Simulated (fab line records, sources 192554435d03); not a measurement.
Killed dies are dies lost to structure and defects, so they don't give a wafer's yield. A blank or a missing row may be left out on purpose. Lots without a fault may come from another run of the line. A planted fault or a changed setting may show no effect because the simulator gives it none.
fab line records | flow n5_finfet
record lots=5 wafers=15 last_day=17
route steps=1938 shown HKMG_FIN@402
lots that met no fault: from a run of the same line without faults
start_h: hours from the record's first day to the start of the lot's first wafer shown | wait_h: hours since the lot's step before | " the same as in the row above | L1.1+2: a row that stands for several wafers | - no value, or no start given | * or withheld: withheld | < > ~ a bound
route shown NAME@n: a module of which the file shows steps, and the number in the route of the first | usual: mean/standard deviation of fault-free wafers | same: alike in all rows | chamber/n: place in a boat | sites: the reading at each site | _std_site: their standard deviation | _edge_site: outer sites' mean less inner sites' | radius_mm: how far each site lies from the wafer's centre | mask NAME#n: copy n | behind: the tool/chamber that last shaped the wafer | hold: why the lot was held/for how many hours/how that ended | device: the transistor (n, p or np) that didn't switch | end of line: the same wafers' tests at the end of the route | a step without rows: its recipe alone | killed: dies lost to structure and defects at the first sort, not the wafer's yield | map: a wafer's dies, x killed, . not, _ none there
set.NAME: the setting as run; set.NAME@STEP: as run at that earlier step | model.NAME: the simulator's own value behind a step, which no gauge read
lots at some steps of the route; a table a step, a row a wafer
services: from which hour (start_h, from the record's first day; less than 0 if before it) a tool's chamber was out of use, for how many hours, and why
## steps
# step N5_HKMG_FIN_ETCH_54
# recipe chemistry=CF4 target=SiARC target_depth_a=455 mask_material=CAR-ArF time_s=75.8 ion_energy_ev=80 pressure_mtorr=40 source_w=545 bias_w=36 Ar_flow_sccm=100 cf4_flow_sccm=100 ends=cleared
# usual cf4_flow_sccm=100.05/0.28 drypump_motor_current_A=5.7/0.43 etch_rf_on_time_s=75.5/2 oes_product_au=0.67/0.085 rf_vpp_V=183.8/1 showerhead_plenum_p_Torr=2.11/0.048 throttle_valve_pct=15.61/0.3
# columns lot.wafer tool chamber start_h wait_h cf4_flow_sccm drypump_motor_current_A etch_rf_on_time_s oes_product_au rf_hours_counter_h rf_vpp_V showerhead_plenum_p_Torr throttle_valve_pct
L076.3 rie_diel-01 0 87.97 0.0 99.88 4.8 74.9 0.61 195 182.6 2.14 16.03
L076.4 " 1 " " 100.07 6.3 77.7 0.59 - 185.0 2.11 15.74
L076.6 " 3 " " 100.19 6.1 75.2 0.75 - 183.2 2.09 15.09
L078.2 rie_diel-06 3 96.70 0.0 100.08 6.0 77.4 0.59 200 184.4 2.12 15.92
L078.3 " 2 " " 99.83 4.9 72.4 0.83 19 185.6 2.17 15.56
L078.6 " 2 " " 100.18 4.9 73.2 0.81 - 184.7 2.17 15.58
L089.2 rie_diel-03 0 168.18 0.0 99.68 5.2 75.7 0.62 190 182.7 2.04 15.57
L089.4 " 1 " " 100.14 5.8 73.2 0.81 - 184.3 2.18 15.12
L089.6 " 3 " " 99.76 5.8 75.7 0.68 - 182.7 2.15 15.69
L092.1 rie_diel-03 0 181.87 0.0 100.36 5.2 75.5 0.61 196 184.5 2.04 15.58
L092.3 " 3 " " 99.78 5.8 74.5 0.67 107 184.2 2.15 15.69
L092.5 " 1 " " 100.53 5.8 73.3 0.79 - 186.0 2.18 15.11
L093.1 rie_diel-01 1 189.19 0.0 99.83 6.3 76.7 0.82 3 182.8 2.10 15.30
L093.4 " 2 " " 99.67 5.8 79.0 0.74 33 185.2 2.10 15.55
L093.5 " 3 " " 99.92 6.1 75.6 0.71 - 184.2 2.08 15.17
# step N5_HKMG_FIN_ETCH_55
# recipe chemistry=N2/H2 target=SOC target_depth_a=2400 temp_c=40 time_s=300 ion_energy_ev=200 mask_material=SiARC pressure_mtorr=30 source_w=840 bias_w=150 n2_flow_sccm=200 h2_flow_sccm=200
# usual drypump_motor_current_A=5.7/0.43 h2_flow_sccm=200.0/0.55 n2_flow_sccm=199.9/0.64 oes_product_au=0.79/0.1 rf_vpp_V=523.0/2 showerhead_plenum_p_Torr=2.50/0.063 throttle_valve_pct=17.8/0.3
# columns lot.wafer tool chamber start_h wait_h drypump_motor_current_A h2_flow_sccm n2_flow_sccm oes_product_au rf_hours_counter_h rf_vpp_V showerhead_plenum_p_Torr throttle_valve_pct
L076.3 rie_diel-01 0 88.03 0.0 4.8 200.0 199.9 0.73 195 524.5 2.52 18.2
L076.4 " 1 " " 6.3 199.7 200.2 0.69 - 523.8 2.49 17.8
L076.6 " 3 " " 6.1 199.5 200.6 0.88 - 521.8 2.48 17.4
L078.2 rie_diel-06 3 96.75 0.0 6.0 199.6 199.0 0.69 200 522.5 2.52 18.1
L078.3 " 2 " " 4.9 199.3 199.0 0.96 19 526.2 2.60 18.0
L078.6 " 2 " " 4.9 199.9 199.1 0.97 - 525.4 2.60 18.0
L089.2 rie_diel-03 0 168.24 0.0 5.2 199.2 199.0 0.72 190 519.4 2.44 18.0
L089.4 " 1 " " 5.9 199.8 200.2 0.94 - 525.1 2.60 17.3
L089.6 " 3 " " 5.8 200.7 200.2 0.79 - 525.4 2.57 18.1
L092.1 rie_diel-03 0 181.92 0.0 5.2 199.4 199.5 0.72 196 520.3 2.44 18.0
L092.3 " 3 " " 5.8 200.5 201.1 0.78 107 524.0 2.57 18.1
L092.5 " 1 " " 5.9 199.6 199.7 0.93 - 525.0 2.59 17.3
L093.1 rie_diel-01 1 189.25 0.0 6.3 199.1 200.7 0.95 3 523.3 2.47 17.4
L093.4 " 2 " " 5.7 200.1 198.9 0.86 33 522.2 2.47 17.7
L093.5 " 3 " " 6.1 199.9 199.7 0.83 - 522.3 2.47 17.5
# step N5_HKMG_FIN_STRIP_56
# recipe chemistry=N2/H2 temp_c=40 n2_flow_sccm=200 h2_flow_sccm=200 rf_frequency_hz=6e+07
# columns lot.wafer tool chamber start_h wait_h
L076.3+4+6 rie_diel-01 0,1,3 88.21 0.1
L078.2+3+6 rie_diel-06 3,2,2 96.93 0.1
L089.2+4+6 rie_diel-03 0,1,3 168.42 0.1
L092.1+3+5 rie_diel-03 0,3,1 182.10 0.1
L093.1+4+5 rie_diel-01 1,2,3 189.43 0.1
# step N5_HKMG_FIN_STRIP_57
# recipe chemistry=CF4 resist=SiARC power_w=300 bias_power_w=75 pressure_mtorr=50 cf4_flow_sccm=150 rf_frequency_hz=6e+07
# usual bias_power_w=74.99/0.21 cf4_flow_sccm=150.1/0.46 drypump_motor_current_A=5.7/0.43 oes_product_au=0.78/0.093 rf_vpp_V=270.7/1.1 showerhead_plenum_p_Torr=1.77/0.043 throttle_valve_pct=13.6/0.31
# columns lot.wafer tool chamber start_h wait_h bias_power_w cf4_flow_sccm drypump_motor_current_A oes_product_au rf_hours_counter_h rf_vpp_V showerhead_plenum_p_Torr throttle_valve_pct
L076.3 rie_diel-01 0 88.22 0.0 75.20 150.4 4.8 0.70 195 271.6 1.80 14.0
L076.4 " 1 " " 75.13 149.9 6.3 0.71 - 271.6 1.76 13.7
L076.6 " 3 " " 74.88 150.1 6.1 0.86 - 271.0 1.75 13.1
L078.2 rie_diel-06 3 96.94 0.0 74.93 150.1 6.0 0.70 200 272.0 1.78 13.9
L078.3 " 2 " " 74.94 149.4 4.9 0.92 19 271.9 1.81 13.5
L078.6 " 2 " " 75.41 149.7 4.9 0.94 - 272.7 1.81 13.5
L089.2 rie_diel-03 0 168.43 0.0 75.16 150.9 5.2 0.71 190 268.5 1.70 13.5
L089.4 " 1 " " 74.93 149.7 5.8 0.91 - 272.5 1.84 13.1
L089.6 " 3 " " 74.92 150.7 5.8 0.78 - 271.0 1.79 13.6
L092.1 rie_diel-03 0 182.11 0.0 74.95 150.7 5.2 0.71 197 269.6 1.70 13.6
L092.3 " 3 " " 74.65 150.4 5.8 0.78 107 271.6 1.79 13.6
L092.5 " 1 " " 74.93 150.2 5.9 0.90 - 271.3 1.83 13.1
L093.1 rie_diel-01 1 189.44 0.0 74.71 150.1 6.3 0.95 3 272.1 1.75 13.2
L093.4 " 2 " " 74.57 151.0 5.7 0.88 33 270.9 1.76 13.5
L093.5 " 3 " " 74.84 149.9 6.1 0.80 - 269.0 1.74 13.1
# step N5_HKMG_FIN_ETCH_58
# recipe chemistry=N2/H2 target=SOC target_depth_a=2158 ion_energy_ev=50 bias_w=13 time_s=741 pressure_mtorr=30 source_w=875 n2_flow_sccm=200 h2_flow_sccm=200
# usual drypump_motor_current_A=5.7/0.43 h2_flow_sccm=200.0/0.59 n2_flow_sccm=200.0/0.61 oes_product_au=0.79/0.099 rf_vpp_V=98.9/0.9 showerhead_plenum_p_Torr=2.50/0.063 throttle_valve_pct=17.8/0.3
# columns lot.wafer tool chamber start_h wait_h drypump_motor_current_A h2_flow_sccm n2_flow_sccm oes_product_au rf_hours_counter_h rf_vpp_V showerhead_plenum_p_Torr throttle_valve_pct
L076.3 rie_diel-01 0 88.24 0.0 4.8 199.2 199.9 0.72 196 98.2 2.52 18.1
L076.4 " 1 " " 6.4 200.2 199.4 0.69 - 97.7 2.49 17.8
L076.6 " 3 " " 6.1 199.6 200.2 0.88 - 98.9 2.48 17.3
L078.2 rie_diel-06 3 96.96 0.0 6.0 199.2 199.7 0.69 200 99.0 2.52 18.1
L078.3 " 2 " " 4.9 199.9 200.4 0.96 19 99.9 2.60 18.0
L078.6 " 2 " " 4.9 200.3 199.8 0.96 - 99.8 2.60 18.0
L089.2 rie_diel-03 0 168.45 0.0 5.2 200.7 200.3 0.71 190 98.4 2.44 17.9
L089.4 " 1 " " 5.8 198.6 199.7 0.94 - 100.4 2.60 17.2
L089.6 " 3 " " 5.8 200.3 200.6 0.79 - 98.9 2.57 18.0
L092.1 rie_diel-03 0 182.13 0.0 5.2 199.2 198.9 0.72 197 100.3 2.44 17.9
L092.3 " 3 " " 5.8 198.3 199.0 0.78 107 97.9 2.57 18.0
L092.5 " 1 " " 5.8 200.3 200.2 0.92 - 98.8 2.59 17.3
L093.1 rie_diel-01 1 189.46 0.0 6.3 200.2 200.3 0.96 3 99.2 2.47 17.4
L093.4 " 2 " " 5.8 200.1 200.0 0.86 33 100.0 2.47 17.7
L093.5 " 3 " " 6.0 199.8 200.4 0.83 - 98.8 2.46 17.4
# step N5_HKMG_FIN_STRIP_93
# recipe chemistry=N2/H2 material=SOC time_s=20 power_w=500 temp_c=40 pressure_mtorr=50 rf_frequency_hz=6e+07 bias_power_w=8 h2_frac=0.5 n2_flow_sccm=300 h2_flow_sccm=300
# usual bias_power_w=7.999/0.022 drypump_motor_current_A=5.7/0.43 h2_flow_sccm=300.0/0.85 n2_flow_sccm=300.1/0.94 oes_product_au=0.79/0.098 rf_vpp_V=54.0/0.85 showerhead_plenum_p_Torr=3.31/0.077 throttle_valve_pct=19.0/0.4
# columns lot.wafer tool chamber start_h wait_h bias_power_w drypump_motor_current_A h2_flow_sccm n2_flow_sccm oes_product_au rf_hours_counter_h rf_vpp_V showerhead_plenum_p_Torr throttle_valve_pct
L076.3 rie_diel-01 0 88.66 0.2 7.970 4.9 299.8 300.5 0.72 196 55.4 3.33 19.2
L076.4 " 1 " " 7.995 6.3 299.1 300.0 0.70 - 53.1 3.29 18.8
L076.6 " 3 " " 7.985 6.1 300.9 300.3 0.87 - 54.4 3.28 18.4
L078.2 rie_diel-06 3 97.39 0.2 7.987 6.0 299.5 298.6 0.69 201 54.5 3.33 19.3
L078.3 " 2 " " 7.986 4.9 299.7 299.1 0.95 20 53.3 3.43 19.3
L078.6 " 2 " " 7.968 4.9 301.1 300.1 0.96 - 52.9 3.43 19.3
L089.2 rie_diel-03 0 168.87 0.2 7.981 5.2 299.9 299.9 0.72 190 54.7 3.23 19.3
L089.4 " 1 " " 8.007 5.9 300.5 300.4 0.94 - 54.1 3.43 18.3
L089.6 " 3 " " 8.015 5.8 299.4 299.1 0.80 - 55.2 3.40 19.5
L092.1 rie_diel-03 0 182.56 0.2 8.049 5.2 300.3 300.6 0.71 197 53.4 3.22 19.3
L092.3 " 3 " " 8.018 5.8 300.4 301.7 0.79 107 54.3 3.39 19.5
L092.5 " 1 " " 7.995 5.9 299.3 300.0 0.92 - 55.7 3.42 18.3
L093.1 rie_diel-01 1 189.89 0.2 8.028 6.3 300.6 299.4 0.96 3 54.6 3.27 18.4
L093.4 " 2 " " 8.002 5.8 300.5 299.6 0.86 33 53.3 3.27 18.8
L093.5 " 3 " " 8.016 6.1 299.0 299.8 0.84 - 52.3 3.26 18.5
# step N5_HKMG_FIN_WET_ETCH_76
# recipe chemistry=dNH4OH mix=1:50 temp_c=25 target=Al2O3 stop_on=La2O3 target_depth_nm=2.25 dry=ipa_marangoni rinse_time_s=30 rinse_temp_c=23
# columns lot.wafer tool chamber start_h wait_h
L076.3+4+6 wet_bench-04 5,7,4 88.75 0.1
L078.2+3+6 wet_bench-03 7,1,0 97.47 0.1
L089.2+4+6 wet_bench-05 4,6,5 168.96 0.1
L092.1+3+5 wet_bench-04 6,3,4 182.64 0.1
L093.1+4+5 wet_bench-04 6,1,5 189.97 0.1
# step N5_HKMG_FIN_STRIP_60
# recipe chemistry=N2/H2 power_w=2500 temp_c=300 h2_frac=0.65 time_s=360 pressure_mtorr=withheld n2_flow_sccm=1750 h2_flow_sccm=3250
# usual drypump_motor_current_A=5.6/0.52 h2_flow_sccm=3248/9.3 heater_power_w=470/14 n2_flow_sccm=1750/5.2
# columns lot.wafer tool chamber start_h wait_h drypump_motor_current_A h2_flow_sccm heater_power_w n2_flow_sccm rf_hours_counter_h
L076.3 plasma_asher-01 1 88.93 0.1 4.7 3237 447 1753 -
L076.4 " 0 " " 5.7 3243 488 1754 -
L076.6 " 0 " " 5.7 3233 481 1757 -
L078.2 plasma_asher-02 0 97.54 0.0 6.2 3246 459 1743 41
L078.3 " 1 " " 5.8 3246 489 1749 -
L078.6 " 0 " " 6.2 3231 460 1752 -
L089.2 plasma_asher-02 1 169.02 0.0 5.8 3249 483 1756 56
L089.4 " 0 " " 6.2 3250 464 1748 -
L089.6 " 1 " " 5.8 3257 489 1747 -
L092.1 plasma_asher-01 0 182.71 0.0 5.7 3251 491 1748 109
L092.3 " 0 " " 5.7 3236 483 1753 -
L092.5 " 1 " " 4.8 3256 448 1755 -
L093.1 plasma_asher-02 1 190.04 0.0 5.8 3262 480 1754 60
L093.4 " 1 " " 5.8 3252 469 1751 -
L093.5 " 1 " " 5.8 3257 478 1751 -
# step N5_HKMG_FIN_WET_ETCH_77
# recipe chemistry=dHCl mix=1:10000 temp_c=25 target=La2O3 stop_on=HfO2 target_depth_nm=2
# columns lot.wafer tool chamber start_h wait_h
L076.3+4+6 wet_bench-03 7,6,0 89.20 0.1
L078.2+3+6 wet_bench-03 7,6,3 97.93 0.3
L089.2+4+6 wet_bench-04 4,7,5 169.41 0.3
L092.1+3+5 wet_bench-03 1,5,2 183.10 0.3
L093.1+4+5 wet_bench-05 1,5,0 190.42 0.3
# step N5_HKMG_FIN_WET_ETCH_78
# recipe chemistry=dNH4OH mix=1:50 temp_c=25 target=Al2O3 stop_on=La2O3 target_depth_nm=4.5 dry=ipa_marangoni rinse_time_s=30 rinse_temp_c=23
# columns lot.wafer tool chamber start_h wait_h
L076.3+4+6 wet_bench-03 7,6,0 89.23 0.0
L078.2+3+6 wet_bench-03 7,6,3 97.96 0.0
L089.2+4+6 wet_bench-04 4,7,5 169.44 0.0
L092.1+3+5 wet_bench-03 1,5,2 183.13 0.0
L093.1+4+5 wet_bench-05 1,5,0 190.45 0.0
# step N5_HKMG_FIN_ALD_79
# recipe material=TiN target_thk_a=15 temp_c=400 ald_precursor_family=TiCl4 ald_co_reactant=NH3 pulse_time_s=1 purge_time_s=3 co_reactant_purge_time_s=2 co_reactant_pulse_time_s=2 ald_cycles=68 pressure_torr=3
# usual heater_power_w=898/97 precursor_pulse_height_rel=0.998/0.021
# same co_reactant_purge_time_s=2
# columns lot.wafer tool chamber start_h wait_h heater_power_w precursor_pulse_height_rel
L076.3 ald_metal-03 3 89.30 0.0 687 1.023
L076.4 " 0 " " 870 1.016
L076.6 " 3 " " 701 1.014
L078.2 ald_metal-03 3 98.03 0.0 695 1.010
L078.3 " 2 " " 1019 1.007
L078.6 " 2 " " 982 0.978
L089.2 ald_metal-01 1 169.51 0.0 930 0.983
L089.4 " 2 " " 760 1.011
L089.6 " 1 " " 899 1.004
L092.1 ald_metal-03 3 183.20 0.0 710 0.967
L092.3 " 0 " " 873 0.969
L092.5 " 0 " " 873 0.989
L093.1 ald_metal-01 2 190.52 0.0 743 1.026
L093.4 " 3 " " 924 0.976
L093.5 " 3 " " 924 0.985
# step N5_HKMG_FIN_CVD_62
# recipe material=a-Si target_thk_a=30 temp_c=500 precursor=Si2H6 pressure_torr=1 time_s=20.8
# usual heater_power_w=1445/160
# columns lot.wafer tool chamber start_h wait_h heater_power_w
L076.3 thermal_cvd_si-02 2 89.71 0.2 1676
L076.4 " 0 " " 1573
L076.6 " 2 " " 1613
L078.2 thermal_cvd_si-02 0 98.39 0.2 1555
L078.3 " 2 " " 1670
L078.6 " 0 " " 1563
L089.2 thermal_cvd_si-01 1 169.87 0.2 1328
L089.4 " 0 " " 1322
L089.6 " 2 " " 1594
L092.1 thermal_cvd_si-02 1 183.56 0.2 1177
L092.3 " 2 " " 1636
L092.5 " 2 " " 1624
L093.1 thermal_cvd_si-01 0 190.89 0.2 1284
L093.4 " 0 " " 1293
L093.5 " 2 " " 1568
# step N5_HKMG_FIN_RTA_80
# recipe temp_c=withheld time_s=2 ambient=N2 idle_temp_c=600 ramp_up_c_per_s=150 ramp_down_c_per_s=60 cool_to_c=600
# columns lot.wafer tool chamber start_h wait_h
L076.3+4+6 rtp_anneal-01 0 89.95 0.2
L078.2+3+6 rtp_anneal-01 0 99.34 0.9
L089.2+4+6 rtp_anneal-01 0 170.13 0.2
L092.1+3+5 rtp_anneal-02 0 183.70 0.1
L093.1+4+5 rtp_anneal-01 0 191.02 0.1
# step N5_HKMG_FIN_PRECLEAN_64
# recipe chemistry=dHF time_s=30 temp_c=25 dilution=withheld
# columns lot.wafer tool chamber start_h wait_h
L076.3+4+6 wet_bench-05 2,4,3 90.06 0.1
L078.2+3+6 wet_bench-04 6,5,3 99.47 0.1
L089.2+4+6 wet_bench-05 5,3,7 170.35 0.2
L092.1+3+5 wet_bench-04 4,6,1 183.86 0.1
L093.1+4+5 wet_bench-03 0,4,7 191.18 0.1
# step N5_HKMG_FIN_WET_ETCH_65
# recipe chemistry=TMAH temp_c=70 conc_wt_pct=5 target=a-Si stop_on=TiN time_s=49 target_depth_nm=3
# columns lot.wafer tool chamber start_h wait_h
L076.3+4+6 wet_bench-05 2,4,3 90.07 0.0
L078.2+3+6 wet_bench-04 6,5,3 99.48 0.0
L089.2+4+6 wet_bench-05 5,3,7 170.36 0.0
L092.1+3+5 wet_bench-04 4,6,1 183.87 0.0
L093.1+4+5 wet_bench-03 0,4,7 191.20 0.0
# step N5_HKMG_FIN_WET_ETCH_81
# recipe chemistry=SC1 target=TiN stop_on=HfO2 mix=1:1:5 temp_c=60 time_s=57 target_depth_nm=6
# usual h2o2_flow_mL_min=214.4/0.68
# columns lot.wafer tool chamber start_h wait_h h2o2_flow_mL_min
L076.3 wet_bench-05 2 90.08 0.0 214.6
L076.4 " 4 " " 214.6
L076.6 " 3 " " 213.8
L078.2 wet_bench-04 6 99.49 0.0 213.5
L078.3 " 5 " " 214.4
L078.6 " 3 " " 214.1
L089.2 wet_bench-05 5 170.38 0.0 214.9
L089.4 " 3 " " 213.7
L089.6 " 7 " " 215.3
L092.1 wet_bench-04 4 183.88 0.0 213.9
L092.3 " 6 " " 213.8
L092.5 " 1 " " 213.9
L093.1 wet_bench-03 0 191.23 0.0 214.7
L093.4 " 4 " " 215.6
L093.5 " 7 " " 214.4
# step N5_HKMG_FIN_WET_ETCH_82
# recipe chemistry=dHCl mix=1:10000 temp_c=25 target=La2O3 stop_on=HfO2 target_depth_nm=2 dry=ipa_marangoni rinse_time_s=30 rinse_temp_c=23
# columns lot.wafer tool chamber start_h wait_h
L076.3+4+6 wet_bench-05 2,4,3 90.11 0.0
L078.2+3+6 wet_bench-04 6,5,3 99.52 0.0
L089.2+4+6 wet_bench-05 5,3,7 170.41 0.0
L092.1+3+5 wet_bench-04 4,6,1 183.92 0.0
L093.1+4+5 wet_bench-03 0,4,7 191.29 0.0
# step N5_HKMG_FIN_ALD_36
# recipe material=TiN target_thk_a=10 temp_c=400 ald_precursor_family=TiCl4 ald_co_reactant=NH3 pulse_time_s=1 purge_time_s=3 co_reactant_purge_time_s=2 co_reactant_pulse_time_s=2 ald_cycles=47 pressure_torr=3
# usual heater_power_w=893/95 precursor_pulse_height_rel=1.002/0.019
# same co_reactant_purge_time_s=2
# columns lot.wafer tool chamber start_h wait_h heater_power_w precursor_pulse_height_rel
L076.3 ald_metal-04 3 90.17 0.0 914 1.001
L076.4 " 2 " " 1017 1.019
L076.6 " 2 " " 1013 0.983
L078.2 ald_metal-01 3 99.59 0.0 916 0.981
L078.3 " 1 " " 936 0.992
L078.6 " 1 " " 900 0.996
L089.2 ald_metal-03 2 170.47 0.0 1000 0.975
L089.4 " 3 " " 690 0.974
L089.6 " 2 " " 1017 1.003
L092.1 ald_metal-01 3 183.98 0.0 898 1.026
L092.3 " 2 " " 734 0.992
L092.5 " 2 " " 757 1.007
L093.1 ald_metal-03 1 191.38 0.0 1031 1.019
L093.4 " 2 " " 1013 0.996
L093.5 " 1 " " 991 0.997
# step N5_HKMG_FIN_THK_MEAS_70
# recipe thk_meas_gauge=xrf reads=HfO2_of_HKMG_FIN_HK_ALD_01
# usual HK_THK=1.567/0.021
# columns lot.wafer tool chamber start_h wait_h HK_THK[nm]
L076.3 film_metro-01 - 90.46 0.2 1.572
L076.4 " - " " 1.556
L076.6 " - " " 1.571
L078.2 film_metro-01 - 99.87 0.2 1.558
L078.3 " - " " 1.536
L078.6 " - " " 1.543
L089.2 film_metro-01 - 170.75 0.2 1.570
L089.4 " - " " 1.559
L089.6 " - " " 1.568
L092.1 film_metro-01 - 184.26 0.2 1.568
L092.3 " - " " 1.580
L092.5 " - " " 1.553
L093.1 film_metro-02 - 191.66 0.2 1.571
L093.4 " - " " 1.591
L093.5 " - " " 1.607
# step N5_HKMG_FIN_PWFM_ALD_03
# recipe material=TiN target_thk_a=20 temp_c=400 ald_precursor_family=TiCl4 ald_co_reactant=NH3 pulse_time_s=1 purge_time_s=3 co_reactant_purge_time_s=2 co_reactant_pulse_time_s=2 ald_cycles=91 pressure_torr=3
# usual heater_power_w=900/110 precursor_pulse_height_rel=0.998/0.021
# same co_reactant_purge_time_s=2
# columns lot.wafer tool chamber start_h wait_h heater_power_w precursor_pulse_height_rel
L076.3 ald_metal-01 1 90.49 0.0 908 0.969
L076.4 " 3 " " 935 1.011
L076.6 " 0 " " 819 0.993
L078.2 ald_metal-04 2 99.90 0.0 1018 0.995
L078.3 " 3 " " 921 1.016
L078.6 " 1 " " 933 1.037
L089.2 ald_metal-03 3 170.79 0.0 687 1.018
L089.4 " 1 " " 1029 0.978
L089.6 " 3 " " 708 1.019
L092.1 ald_metal-03 0 184.30 0.0 852 0.982
L092.3 " 3 " " 691 0.996
L092.5 " 0 " " 888 1.020
L093.1 ald_metal-04 3 191.70 0.0 902 1.013
L093.4 " 0 " " 838 1.012
L093.5 " 1 " " 949 0.987
# step N5_HKMG_FIN_COAT_29
# recipe resist=SOC temp_c=250 time_s=60 spin_rpm=1500 resist_thk_nm=300
# columns lot.wafer tool chamber start_h wait_h
L076.3+4+6 litho_track-03 0 90.96 0.2
L078.2+3+6 litho_track-02 0 100.37 0.2
L089.2+4+6 litho_track-02 0 171.26 0.2
L092.1+3+5 litho_track-02 0 184.77 0.2
L093.1+4+5 litho_track-03 0 192.17 0.2
# step N5_HKMG_FIN_COAT_30
# recipe resist=SiARC temp_c=220 time_s=60 spin_rpm=1500 resist_thk_nm=35
# columns lot.wafer tool chamber start_h wait_h
L076.3+4+6 litho_track-03 0 - -
L078.2+3+6 litho_track-02 0 - -
L089.2+4+6 litho_track-02 0 - -
L092.1+3+5 litho_track-02 0 - -
L093.1+4+5 litho_track-03 0 - -
# step N5_HKMG_FIN_COAT_06
# recipe resist=CAR-ArF spin_rpm=1500 resist_thk_nm=90
# columns lot.wafer tool chamber start_h wait_h
L076.3+4+6 litho_track-03 0 - -
L078.2+3+6 litho_track-02 0 - -
L089.2+4+6 litho_track-02 0 - -
L092.1+3+5 litho_track-02 0 - -
L093.1+4+5 litho_track-03 0 - -
# step N5_HKMG_FIN_EBR_08
# recipe solvent=PGMEA ebr_width_mm=1.5
# columns lot.wafer tool chamber start_h wait_h
L076.3+4+6 litho_track-03 0 - -
L078.2+3+6 litho_track-02 0 - -
L089.2+4+6 litho_track-02 0 - -
L092.1+3+5 litho_track-02 0 - -
L093.1+4+5 litho_track-03 0 - -
# step N5_HKMG_FIN_SOFTBAKE_07
# recipe temp_c=110 time_s=60 resist=CAR-ArF
# columns lot.wafer tool chamber start_h wait_h
L076.3+4+6 litho_track-03 0 - -
L078.2+3+6 litho_track-02 0 - -
L089.2+4+6 litho_track-02 0 - -
L092.1+3+5 litho_track-02 0 - -
L093.1+4+5 litho_track-03 0 - -
# step N5_HKMG_FIN_EXPOSE_09
# recipe mask_id=NWFM na=1.35 source_shape=conventional sigma_outer=0.8 polarization=unpolarized dose_mj=39.25
# columns lot.wafer tool chamber start_h wait_h mask
L076.3+4+6 arfi_scanner-02 0 91.22 - NWFM#0
L078.2+3+6 arfi_scanner-02 0 100.50 - NWFM#0
L089.2+4+6 arfi_scanner-01 0 171.50 - NWFM#0
L092.1+3+5 arfi_scanner-03 0 185.01 - NWFM#0
L093.1+4+5 arfi_scanner-03 0 192.29 - NWFM#0
# step N5_HKMG_FIN_PEB_10
# recipe peb_temp_c=withheld peb_time_s=60 resist=CAR-ArF
# columns lot.wafer tool chamber start_h wait_h
L076.3+4+6 litho_track-03 0 91.26 0.0
L078.2+3+6 litho_track-03 0 100.55 0.0
L089.2+4+6 litho_track-03 0 171.56 0.0
L092.1+3+5 litho_track-03 0 185.07 0.1
L093.1+4+5 litho_track-02 0 192.35 0.1
# step N5_HKMG_FIN_DEVELOP_11
# recipe develop_time_s=30 developer=TMAH resist=CAR-ArF dev_temp_c=23 rinse_liquid=diw dry=air_spin
# usual developer_temp_C=23.01/0.13
# columns lot.wafer tool chamber start_h wait_h developer_temp_C
L076.3 litho_track-03 0 - - 22.89
L076.4 " 0 " " 22.93
L076.6 " 0 " " 22.93
L078.2 litho_track-03 0 - - 22.91
L078.3 " 0 " " 22.96
L078.6 " 0 " " 23.00
L089.2 litho_track-03 0 - - 23.16
L089.4 " 0 " " 23.11
L089.6 " 0 " " 23.03
L092.1 litho_track-03 0 - - 23.14
L092.3 " 0 " " 22.97
L092.5 " 0 " " 23.04
L093.1 litho_track-02 0 - - 22.99
L093.4 " 0 " " 23.01
L093.5 " 0 " " 23.22
# step N5_HKMG_FIN_CD_MEAS_12
# recipe target_cd_nm=92.8 landing_energy_ev=500 detector=se_inlens
# usual cd_nm=93.1/0.59
# columns lot.wafer tool chamber start_h wait_h cd_nm
L076.3 cd_sem-02 0 91.33 - 92.7
L076.4 " 0 " " 93.3
L076.6 " 0 " " 92.6
L078.2 cd_sem-03 0 100.62 - 93.5
L078.3 " 0 " " 93.1
L078.6 " 0 " " 93.1
L089.2 cd_sem-03 0 171.62 - 94.1
L089.4 " 0 " " 93.4
L089.6 " 0 " " 94.1
L092.1 cd_sem-02 0 185.14 - 93.6
L092.3 " 0 " " 93.2
L092.5 " 0 " " 93.9
L093.1 cd_sem-01 0 192.41 - 92.2
L093.4 " 0 " " 93.2
L093.5 " 0 " " 92.7
# step N5_HKMG_FIN_OVL_MEAS_13
# recipe points_per_wafer=44
# usual NWFM_OVL=-0.4/0.81
# columns lot.wafer tool chamber start_h wait_h NWFM_OVL[nm]
L076.3 overlay-02 0 91.36 0.0 0.3
L076.4 " 0 " " -0.9
L076.6 " 0 " " 0.1
L078.2 overlay-01 0 100.65 0.0 -2.0
L078.3 " 0 " " -1.9
L078.6 " 0 " " -0.7
L089.2 overlay-02 0 171.65 0.0 -0.4
L089.4 " 0 " " -0.7
L089.6 " 0 " " -0.2
L092.1 overlay-01 0 185.17 0.0 -0.6
L092.3 " 0 " " -0.8
L092.5 " 0 " " 0.3
L093.1 overlay-01 0 192.44 0.0 1.2
L093.4 " 0 " " -0.5
L093.5 " 0 " " 1.0
# step N5_HKMG_FIN_INSPECT_14
# recipe mode=adi inspect_instrument=macro
# usual raw_defect_count=2.0/1.4
# columns lot.wafer tool chamber start_h wait_h raw_defect_count
L076.3 defect_inspect-01 - 91.38 0.0 2
L076.4 " - " " 0
L076.6 " - " " 4
L078.2 defect_inspect-01 - 100.67 0.0 1
L078.3 " - " " 2
L078.6 " - " " 0
L089.2 defect_inspect-02 - 171.68 0.0 1
L089.4 " - " " 2
L089.6 " - " " 1
L092.1 defect_inspect-02 - 185.19 0.0 1
L092.3 " - " " 3
L092.5 " - " " 4
L093.1 defect_inspect-02 - 192.47 0.0 2
L093.4 " - " " 0
L093.5 " - " " 1
## services
# columns tool chamber start_h hours kind
rie_diel-06 0 76.12 3.5 repair
ald_metal-01 2 76.26 23.7 repair
arfi_scanner-01 - 78.58 1.0 pm
arfi_scanner-02 - 79.04 1.0 pm
arfi_scanner-02 - 81.92 3.9 pm
thermal_cvd_si-01 1 86.14 36.4 repair
thermal_cvd_si-02 1 87.05 7.6 repair
arfi_scanner-01 - 91.00 1.3 pm
ald_metal-04 - 109.86 1.2 repair
rtp_anneal-01 - 114.21 3.2 pm
thermal_cvd_si-01 2 121.38 8.9 repair
arfi_scanner-03 - 123.40 1.3 pm
arfi_scanner-02 - 127.14 1.3 pm
rie_diel-06 2 127.22 13.3 repair
arfi_scanner-01 - 127.37 1.6 repair
thermal_cvd_si-02 - 128.93 2.8 pm
rie_diel-01 3 129.40 7.0 repair
arfi_scanner-01 - 142.22 6.0 pm
ald_metal-04 - 142.28 0.9 repair
arfi_scanner-01 - 149.45 0.4 repair
rie_diel-06 1 153.08 4.2 repair
arfi_scanner-03 - 164.13 0.8 pm
arfi_scanner-03 - 180.77 0.8 pm
plasma_asher-02 - 184.19 3.2 repair
## key
fault none
